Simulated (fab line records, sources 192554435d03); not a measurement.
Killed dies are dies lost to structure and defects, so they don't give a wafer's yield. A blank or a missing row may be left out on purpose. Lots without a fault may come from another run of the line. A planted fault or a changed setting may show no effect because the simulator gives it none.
Chamber matching | flow n5_finfet | N5_BEOL_M10_ETCH_65 on rie_diel-03: 4 sister chambers
The step etches SiARC in CF4, target depth 39 nm, time 65 s. 8 wafers are shown with their chamber, then 7 later ones without.

WAFERS WITH THEIR CHAMBER
wafer  | chamber | drypump_motor_current_A (A) | etch_rf_on_time_s (s)
L699.1 | 3       | 6.3                         | 63.3
L699.6 | 0       | 5.8                         | 64.4
L702.6 | 3       | 6.3                         | 63.0
L701.2 | 1       | 5.2                         | 63.2
L701.3 | 2       | 6.6                         | 65.0
L701.6 | 2       | 6.6                         | 65.0
L708.1 | 1       | 5.1                         | 63.2
L708.3 | 0       | 5.8                         | 64.5

WAFERS WITHOUT THEIR CHAMBER
wafer  | drypump_motor_current_A (A) | etch_rf_on_time_s (s)
L708.5 | 5.8                         | 64.3
L711.1 | 5.2                         | 63.7
L711.4 | 5.8                         | 64.1
L711.6 | 6.6                         | 64.0
L710.1 | 5.2                         | 64.6
L710.3 | 5.8                         | 66.1
L710.6 | 5.1                         | 64.8

WHICH CHAMBER EACH WENT THROUGH
wafer  | from the rows above | in truth
L708.5 | 0                   | 0
L711.1 | 1                   | 1
L711.4 | 0                   | 0
L711.6 | 2                   | 2
L710.1 | 1                   | 1
L710.3 | 0                   | 0
L710.6 | 1                   | 1
Placed correctly: 7 of 7. Can't be placed from these rows: 0. Placed wrongly: 0.
How it was worked out, from the rows above alone: a wafer's distance from a chamber is the root of the sum, over the readings, of the square of ((its reading less the chamber's mean) divided by the reading's scatter). The wafer belongs to the nearest chamber; if the next one is less than 2 further off, it can't be placed. A chamber's mean is the mean of its shown wafers. The scatter: the root of (the sum of the squares of (reading less its chamber's mean) over the shown wafers, divided by (wafers less chambers)).
